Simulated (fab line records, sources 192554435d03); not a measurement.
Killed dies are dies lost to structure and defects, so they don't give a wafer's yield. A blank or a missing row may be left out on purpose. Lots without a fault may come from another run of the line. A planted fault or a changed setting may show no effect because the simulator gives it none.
fab line records | flow n5_finfet | part 1 of 2: steps 1 to 5 of 6
record lots=8 wafers=24 last_day=18
route steps=1938 shown SD_EPI_P@303 SD_ACTIVATION@330 ILD0@340 BEOL_M4@1111 PASSIVATION@1936
lots that met no fault: from a run of the same line without faults
start_h: hours from the record's first day to the start of the lot's first wafer shown | wait_h: hours since the lot's step before | " the same as in the row above | L1.1+2: a row that stands for several wafers | - no value, or no start given | * or withheld: withheld | < > ~ a bound
route shown NAME@n: a module of which the file shows steps, and the number in the route of the first | usual: mean/standard deviation of fault-free wafers | same: alike in all rows | chamber/n: place in a boat | sites: the reading at each site | _std_site: their standard deviation | _edge_site: outer sites' mean less inner sites' | radius_mm: how far each site lies from the wafer's centre | mask NAME#n: copy n | behind: the tool/chamber that last shaped the wafer | hold: why the lot was held/for how many hours/how that ended | device: the transistor (n, p or np) that didn't switch | end of line: the same wafers' tests at the end of the route | a step without rows: its recipe alone | killed: dies lost to structure and defects at the first sort, not the wafer's yield | map: a wafer's dies, x killed, . not, _ none there
set.NAME: the setting as run; set.NAME@STEP: as run at that earlier step | model.NAME: the simulator's own value behind a step, which no gauge read
steps of the route over a sample of lots; a table a step, a row a wafer
services: from which hour (start_h, from the record's first day; less than 0 if before it) a tool's chamber was out of use, for how many hours, and why
## steps
# step N5_SD_EPI_P_CD_MEAS_09
# recipe target_cd_nm=240 landing_energy_ev=500 detector=se_inlens
# usual cd_nm=239.8/0.7
# columns lot.wafer tool chamber start_h wait_h cd_nm
L363.3 cd_sem-03 0 83.67 - 240.1
L363.4 " 0 " " 241.7
L363.6 " 0 " " 240.4
L364.1 cd_sem-03 0 88.95 - 240.0
L364.3 " 0 " " 240.7
L364.6 " 0 " " 239.6
L365.2 cd_sem-03 0 94.28 - 239.6
L365.3 " 0 " " 239.5
L365.5 " 0 " " 240.2
L367.1 cd_sem-03 0 108.83 - 239.6
L367.2 " 0 " " 239.4
L367.4 " 0 " " 239.4
L369.2 cd_sem-03 0 122.78 - 239.2
L369.3 " 0 " " 239.3
L369.6 " 0 " " 239.3
L376.3 cd_sem-03 0 162.17 - 239.2
L376.4 " 0 " " 239.5
L376.6 " 0 " " 239.6
L380.2 cd_sem-01 0 185.39 - 240.1
L380.3 " 0 " " 239.6
L380.4 " 0 " " 239.1
L381.2 cd_sem-01 0 194.96 - 240.1
L381.4 " 0 " " 239.8
L381.5 " 0 " " 239.5
# step N5_SD_EPI_P_ETCH_37
# recipe chemistry=N2/H2 target=SOC overetch_a=1080 mask_material=SiARC temp_c=40 ion_energy_ev=100 source_w=3000 bias_w=133 pressure_mtorr=20 time_s=486 n2_flow_sccm=200 h2_flow_sccm=200 ends=end_point
# usual drypump_motor_current_A=5.9/0.36 oes_product_au=0.71/0.083 rf_fwd_power_W=2995/7.9 rf_vpp_V=240.6/1.4 showerhead_plenum_p_Torr=2.53/0.095 temp_c=40.00/0.12 throttle_valve_pct=24.0/0.32
# columns lot.wafer tool chamber start_h wait_h drypump_motor_current_A oes_product_au rf_fwd_power_W rf_hours_counter_h rf_vpp_V showerhead_plenum_p_Torr temp_c throttle_valve_pct
L363.3 rie_diel-04 1 83.85 0.0 5.7 0.63 3013 207 240.8 2.53 39.85 24.2
L363.4 " 0 " " 6.3 0.63 2985 219 237.9 2.41 40.02 24.2
L363.6 " 3 " " 5.4 0.80 2999 - 240.9 2.60 39.88 23.8
L364.1 rie_diel-04 3 89.13 0.0 5.4 0.80 2997 25 241.3 2.60 40.09 23.8
L364.3 " 2 " " 5.4 0.69 2990 126 243.0 2.67 39.75 23.9
L364.6 " 2 " " 5.4 0.69 3008 - 241.6 2.67 39.76 23.9
L365.2 rie_diel-02 0 94.45 0.0 6.5 0.65 2995 195 240.4 2.40 40.07 24.0
L365.3 " 3 " " 5.9 0.86 2985 8 242.8 2.61 40.08 23.7
L365.5 " 3 " " 5.9 0.86 2992 - 241.3 2.61 39.99 23.7
L367.1 rie_diel-04 1 109.12 0.0 5.8 0.63 3003 215 241.3 2.52 39.83 24.2
L367.2 " 3 " " 5.5 0.79 2997 32 241.0 2.60 40.03 23.8
L367.4 " 3 " " 5.4 0.78 2993 - 242.5 2.60 40.14 23.8
L369.2 rie_diel-06 1 123.72 0.0 6.0 0.63 2992 234 239.7 2.39 40.21 24.0
L369.3 " 0 " " 5.9 0.84 3004 12 242.0 2.59 39.90 23.2
L369.6 " 3 " " 5.9 0.77 2987 - 238.1 2.48 40.03 24.5
L376.3 rie_diel-02 0 162.34 0.0 6.5 0.64 3003 216 241.6 2.40 40.03 24.0
L376.4 " 0 " " 6.5 0.63 3005 - 239.1 2.40 39.98 24.0
L376.6 " 1 " " 5.9 0.68 2989 - 240.3 2.54 40.21 24.3
L380.2 rie_diel-06 0 185.57 0.0 5.9 0.80 3004 30 241.7 2.59 40.06 23.3
L380.3 " 2 " " 5.9 0.67 2982 134 242.7 2.66 40.01 23.6
L380.4 " 2 " " 5.9 0.67 2997 - 241.6 2.66 39.84 23.6
L381.2 rie_diel-04 0 195.14 0.0 6.3 0.62 2988 261 238.1 2.40 40.09 24.2
L381.4 " 1 " " 5.8 0.61 2993 - 240.4 2.51 40.06 24.2
L381.5 " 0 " " 6.3 0.62 2990 - 238.6 2.40 40.13 24.2
# step N5_SD_ACTIVATION_RTA_00
# recipe temp_c=975 time_s=0 ambient=N2 idle_temp_c=600 ramp_up_c_per_s=150 ramp_down_c_per_s=60 cool_to_c=600
# usual lamp_power_pct=8.96/0.053 lamp_zone_1_pct=8.950/0.023 lamp_zone_2_pct=8.950/0.022 lamp_zone_3_pct=8.950/0.021 lamp_zone_4_pct=8.949/0.021 lamp_zone_5_pct=8.954/0.024 lamp_zone_6_pct=8.882/0.022 lamp_zone_7_pct=9.350/0.023 wafer_temp_C_max=974.7/2
# columns lot.wafer tool chamber start_h wait_h lamp_power_pct lamp_zone_1_pct lamp_zone_2_pct lamp_zone_3_pct lamp_zone_4_pct lamp_zone_5_pct lamp_zone_6_pct lamp_zone_7_pct wafer_temp_C_max
L363.3 rtp_anneal-01 0 89.53 0.1 9.00 8.928 8.932 8.948 8.944 8.889 8.888 9.381 973.8
L363.4 " 0 " " 8.93 8.961 8.970 8.962 8.958 8.946 8.835 9.352 973.8
L363.6 " 0 " " 8.87 8.929 8.941 8.966 8.923 8.972 8.890 9.314 975.3
L364.1 rtp_anneal-01 0 92.79 0.0 8.91 8.913 8.943 8.943 8.936 8.934 8.880 9.348 976.0
L364.3 " 0 " " 8.97 8.971 8.952 8.967 8.940 8.950 8.878 9.361 975.5
L364.6 " 0 " " 8.92 8.970 8.953 8.973 8.973 8.938 8.885 9.349 974.4
L365.2 rtp_anneal-02 0 98.20 0.1 9.05 8.958 8.943 8.948 8.935 8.910 8.924 9.336 972.2
L365.3 " 0 " " 8.95 8.952 8.980 8.901 8.954 8.900 8.888 9.360 976.2
L365.5 " 0 " " 8.97 8.965 8.962 8.976 8.937 8.953 8.879 9.320 973.8
L367.1 rtp_anneal-01 0 112.79 0.0 10.07 9.990 9.989 10.003 10.009 10.008 9.915 10.433 973.6
L367.2 " 0 " " 10.03 9.984 10.039 10.010 10.012 10.004 9.914 10.457 972.6
L367.4 " 0 " " 9.96 10.031 9.999 10.032 10.006 10.013 9.913 10.427 972.1
L369.2 rtp_anneal-01 0 127.40 0.1 10.06 9.993 9.955 9.989 10.028 9.984 9.918 10.441 974.9
L369.3 " 0 " " 9.96 10.012 10.007 10.010 9.977 9.996 9.936 10.449 976.7
L369.6 " 0 " " 9.99 9.996 9.955 9.992 9.990 10.024 9.943 10.445 974.9
L376.3 rtp_anneal-02 0 166.71 0.1 8.85 8.973 8.935 8.944 8.973 8.952 8.881 9.367 976.5
L376.4 " 0 " " 8.87 8.962 8.939 8.968 8.927 8.978 8.878 9.377 975.3
L376.6 " 0 " " 8.91 8.935 8.948 8.955 8.929 8.936 8.867 9.290 970.3
L380.2 rtp_anneal-01 0 189.37 0.1 9.03 8.967 8.923 8.906 8.936 8.928 8.910 9.356 974.8
L380.3 " 0 " " 8.93 8.933 8.972 8.928 8.952 8.978 8.884 9.350 978.7
L380.4 " 0 " " 9.02 8.949 8.953 8.951 8.947 8.929 8.906 9.365 975.8
L381.2 rtp_anneal-01 0 198.91 0.1 8.98 8.973 8.957 8.946 8.935 8.928 8.875 9.362 973.1
L381.4 " 0 " " 9.00 8.963 8.885 8.958 8.917 8.945 8.900 9.344 977.2
L381.5 " 0 " " 8.96 8.939 8.943 8.974 8.988 8.955 8.883 9.365 976.0
# step N5_ILD0_CMP_07
# recipe stop_on=poly-Si material=SiO2_flowable t_overpolish_s=1.18 post_cmp_clean=alkaline_brush down_force_psi=4.1491 platen_rpm=51.796 pad_velocity_m_s=1.0306 target_thk_nm=138.88
# usual motor_current_A=12.4/1 retaining_ring_pressure_frac=0.999/0.0053
# columns lot.wafer tool chamber start_h wait_h motor_current_A retaining_ring_pressure_frac
L363.4 cmp-01 3 92.95 0.1 13.4 0.997
L363.3 " 0 " " 13.3 1.000
L363.6 " 2 " " 11.4 0.991
L364.3 cmp-02 0 96.24 0.0 13.6 1.001
L364.1 " 2 " " 12.2 1.000
L364.6 " 0 " " 14.0 0.994
L365.3 cmp-04 0 102.19 0.0 13.6 0.999
L365.2 " 3 " " 11.6 1.000
L365.5 " 0 " " 14.1 0.996
L367.1 cmp-01 3 116.36 0.1 13.9 0.997
L367.2 " 0 " " 13.1 1.004
L367.4 " 1 " " 12.2 1.006
L369.2 cmp-02 1 130.84 0.0 11.3 0.992
L369.3 " 0 " " 13.5 1.002
L369.6 " 1 " " 12.1 0.991
L376.3 cmp-01 1 170.35 0.1 12.0 1.000
L376.4 " 2 " " 11.0 0.997
L376.6 " 1 " " 12.0 1.003
L380.2 cmp-02 3 194.80 0.0 11.7 1.003
L380.3 " 0 " " 13.3 1.001
L380.4 " 2 " " 12.7 0.997
L381.4 cmp-02 2 202.75 0.1 13.0 1.013
L381.2 " 0 " " 12.2 0.999
L381.5 " 2 " " 12.2 1.010
# step N5_BEOL_M4_RC_MEAS_101
# usual CJ_N=4.35/0.1 DIBL_N=37.1/1.8 DIBL_P=37.2/2.1 EOT_N=10.54/0.086 IGATE_N=0.0131/0.0015 IOFF_N=0.17/0.033 IOFF_N_85C=3.3/0.53 IOFF_N_LIN=0.078/0.012 IOFF_N_LONG=5.47e-05/2.6e-06 IOFF_P=0.22/0.037 IOFF_P_85C=3.7/0.53 IOFF_P_LIN=0.100/0.014 ION_N=680/11 ION_P=464/7.7 RC_DENSE_N=19.0/0.47 RC_N=15.4/0.38 REXT_N=75.2/1.9 REXT_P=100.9/2.7 RS_SD_N=28.3/0.31 SS_N=71.7/0.63 SS_P=73.6/0.67 VT_N=248.9/2.9 VT_N_LONG=275.3/1.8 VT_N_LVT=97/3 VT_P=-251/3.6 VT_P_LVT=-99/3.1
# columns lot.wafer tool chamber start_h wait_h CJ_N DIBL_N[mV/V] DIBL_P[mV/V] EOT_N IGATE_N[nA/um] IOFF_N[nA/um] IOFF_N_85C[nA/um] IOFF_N_LIN[nA/um] IOFF_N_LONG[nA/um] IOFF_P[nA/um] IOFF_P_85C[nA/um] IOFF_P_LIN[nA/um] ION_N[uA/um] ION_P[uA/um] RC_DENSE_N[ohm.um] RC_N[ohm.um] REXT_N[ohm.um] REXT_P[ohm.um] RS_SD_N[ohm/sq] SS_N[mV/dec] SS_P[mV/dec] VT_N[mV] VT_N_LONG[mV] VT_N_LVT[mV] VT_P[mV] VT_P_LVT[mV]
L364.1 prober-02 0 211.27 0.0 4.35 36.6 35.3 10.57 0.0130 0.14 2.8 0.067 5.14e-05 0.16 3.0 0.080 663 449 19.1 15.7 73.4 108.3 28.1 72.0 72.9 253.8 277.3 99 -254 -103
L364.3 " 0 " " 4.27 37.9 38.5 10.59 0.0129 0.18 3.5 0.082 5.16e-05 0.22 3.8 0.099 684 464 19.0 15.5 74.6 106.4 28.1 72.4 74.1 248.7 275.3 96 -253 -100
L364.6 " 0 " " 4.38 38.8 38.1 10.59 0.0130 0.19 3.5 0.081 5.22e-05 0.21 3.7 0.096 681 463 18.7 15.1 72.8 106.5 28.1 71.7 74.2 249.6 278.1 97 -253 -102
L365.2 prober-01 0 216.16 0.2 4.20 38.2 39.4 10.51 0.0150 0.22 4.0 0.098 5.72e-05 0.31 5.0 0.140 697 481 19.3 15.8 75.1 102.1 28.4 72.4 74.2 245.5 271.9 95 -244 -95
L365.3 " 0 " " 4.32 38.0 37.8 10.47 0.0142 0.20 3.8 0.093 5.91e-05 0.29 4.6 0.130 686 479 19.7 16.1 74.7 101.1 28.8 72.1 73.6 245.1 272.4 96 -243 -94
L365.5 " 0 " " 4.34 37.1 36.8 10.59 0.0116 0.18 3.5 0.086 5.87e-05 0.26 4.2 0.122 680 466 20.0 16.1 74.8 102.3 28.8 72.2 73.5 246.5 274.8 96 -247 -95
L363.3 prober-02 0 216.44 0.3 4.22 37.3 37.8 10.49 0.0124 0.18 3.4 0.086 5.49e-05 0.23 3.9 0.105 690 467 18.7 15.3 74.7 100.0 28.5 71.9 74.0 246.8 276.1 94 -249 -97
L363.4 " 0 " " 4.38 39.4 38.5 10.48 0.0138 0.21 3.9 0.095 5.48e-05 0.24 4.1 0.105 693 462 18.6 15.1 73.7 100.7 27.9 72.3 74.5 245.6 274.7 93 -248 -97
L363.6 " 0 " " 4.36 37.5 36.9 10.59 0.0113 0.18 3.5 0.085 5.64e-05 0.22 3.8 0.102 689 468 18.5 15.1 73.4 100.1 28.3 71.6 73.8 246.4 275.1 95 -249 -97
L367.1 prober-01 0 235.29 0.0 4.23 163.4 48.3 10.82 0.0103 482.10 2523.8 31.519 8.44e-05 0.81 11.2 0.300 1083 524 17.5 14.4 49.2 86.2 27.2 118.4 76.4 101.7 274.9 -50 -228 -74
L367.2 " 0 " " - - 48.6 - - - - - - 0.83 11.3 0.312 - 527 - - - 87.4 - - 75.8 - - - -226 -73
L367.4 " 0 " " 4.14 142.8 46.7 10.58 0.0118 319.59 1782.2 27.547 8.57e-05 0.71 10.0 0.281 1080 521 17.8 14.5 48.8 86.7 26.9 93.1 74.2 105.1 274.0 -47 -231 -75
L369.2 prober-01 0 240.99 0.2 4.01 197.8 51.7 10.54 0.0126 732.68 3666.7 32.978 8.34e-05 1.01 13.6 0.353 1081 522 17.8 14.6 50.2 82.5 27.0 146.0 77.8 106.0 275.9 -46 -223 -73
L369.3 " 0 " " - - 48.8 - - - - - - 0.82 11.3 0.317 - 527 - - - 81.6 - - 75.6 - - - -227 -74
L369.6 " 0 " " - - 46.2 - - - - - - 0.65 9.4 0.265 - 513 - - - 82.3 - - 74.9 - - - -228 -79
L376.3 prober-01 0 286.94 0.6 4.37 33.3 35.1 10.36 0.0159 0.13 2.6 0.065 5.65e-05 0.18 3.3 0.090 675 461 19.0 15.9 76.2 100.3 28.3 70.6 73.1 252.0 276.2 98 -251 -99
L376.4 " 0 " " 4.24 34.7 36.7 10.56 0.0120 0.14 2.9 0.072 5.55e-05 0.21 3.6 0.099 682 465 19.1 15.4 77.5 100.4 28.3 70.8 72.9 249.0 274.6 98 -250 -97
L376.6 " 0 " " 4.23 34.8 38.0 10.50 0.0136 0.15 3.0 0.073 5.53e-05 0.23 3.9 0.105 678 470 19.5 15.7 78.5 99.7 28.6 71.7 74.3 249.5 275.5 97 -248 -97
L380.2 prober-02 0 322.86 0.2 4.30 39.5 39.0 10.65 0.0127 0.18 3.5 0.080 5.24e-05 0.24 4.2 0.109 664 463 19.1 15.6 75.6 100.9 28.9 71.9 73.9 249.3 275.1 98 -248 -98
L380.3 " 0 " " 4.44 40.7 38.9 10.47 0.0158 0.21 3.9 0.085 5.34e-05 0.24 4.2 0.109 678 461 19.3 15.7 75.5 101.4 28.5 73.2 74.5 247.9 277.4 98 -247 -98
L380.4 " 0 " " 4.44 37.4 35.8 10.63 0.0137 0.16 3.0 0.071 5.38e-05 0.20 3.5 0.095 680 461 18.2 14.9 74.5 99.5 28.7 71.3 73.8 250.8 276.7 100 -250 -99
L381.2 prober-02 0 325.78 0.2 4.39 40.8 40.8 10.56 0.0140 0.27 5.0 0.111 5.83e-05 0.34 5.5 0.145 703 477 18.8 15.3 74.6 101.6 28.0 73.1 74.0 242.1 273.1 91 -241 -92
L381.4 " 0 " " 4.34 35.2 34.0 10.53 0.0145 0.13 2.7 0.064 5.62e-05 0.20 3.5 0.101 677 463 18.6 15.2 74.9 100.7 27.9 72.0 72.0 251.3 275.4 102 -248 -98
L381.5 " 0 " " 4.31 37.1 36.9 10.50 0.0132 0.18 3.5 0.080 5.69e-05 0.25 4.4 0.119 679 467 18.1 14.6 74.2 100.5 28.1 71.7 73.6 248.0 273.6 98 -244 -95
## key
first_sign step=N5_SD_ACTIVATION_RTA_00 reading=lamp_zone_3_pct direction=up sigmas=51 usual=* struck=*
effect step=N5_SD_ACTIVATION_RTA_00 reading=lamp_zone_4_pct direction=up sigmas=51 usual=* struck=*
effect step=N5_BEOL_M4_RC_MEAS_101 reading=IOFF_P direction=up sigmas=16 usual=0.22 struck=0.81
effect step=N5_BEOL_M4_RC_MEAS_101 reading=IOFF_P_LIN direction=up sigmas=15 usual=0.100 struck=0.304
effect step=N5_BEOL_M4_RC_MEAS_101 reading=IOFF_P_85C direction=up sigmas=14 usual=3.7 struck=11.1
effect step=N5_BEOL_M4_RC_MEAS_101 reading=VT_P_LVT direction=up sigmas=7.7 usual=-99 struck=-75
effect step=N5_BEOL_M4_RC_MEAS_101 reading=ION_P direction=up sigmas=7.6 usual=464 struck=522
effect step=N5_BEOL_M4_RC_MEAS_101 reading=VT_P direction=up sigmas=6.6 usual=-251 struck=-227
effect step=N5_BEOL_M4_RC_MEAS_101 reading=REXT_P direction=down sigmas=6.1 usual=100.9 struck=84.5
effect step=N5_BEOL_M4_RC_MEAS_101 reading=DIBL_P direction=up sigmas=5.4 usual=37.2 struck=48.4
effect step=N5_BEOL_M4_RC_MEAS_101 reading=SS_P direction=up sigmas=3.3 usual=73.6 struck=75.8
effect step=N5_BEOL_M4_RC_MEAS_101 reading=CJ_N direction=missing
effect step=N5_BEOL_M4_RC_MEAS_101 reading=DIBL_N direction=missing
effect step=N5_BEOL_M4_RC_MEAS_101 reading=EOT_N direction=missing
effect step=N5_PASSIVATION_PROBE_49 reading=sort_bin_4_leakage direction=up sigmas=99+ usual=0.00 struck=91.60
met_at N5_SD_ACTIVATION_RTA_00
struck_lots L367,L369
not_acting_at N5_SD_EPI_P_CD_MEAS_09,N5_SD_EPI_P_ETCH_37,N5_ILD0_CMP_07
onset_between 92.79 112.79
fault kind=process_parameter_drift tool=rtp_anneal-01 chamber=- onset_h=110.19 steps=N5_SD_ACTIVATION_RTA_00 channel=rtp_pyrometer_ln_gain offset=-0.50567 shape=step end_h=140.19
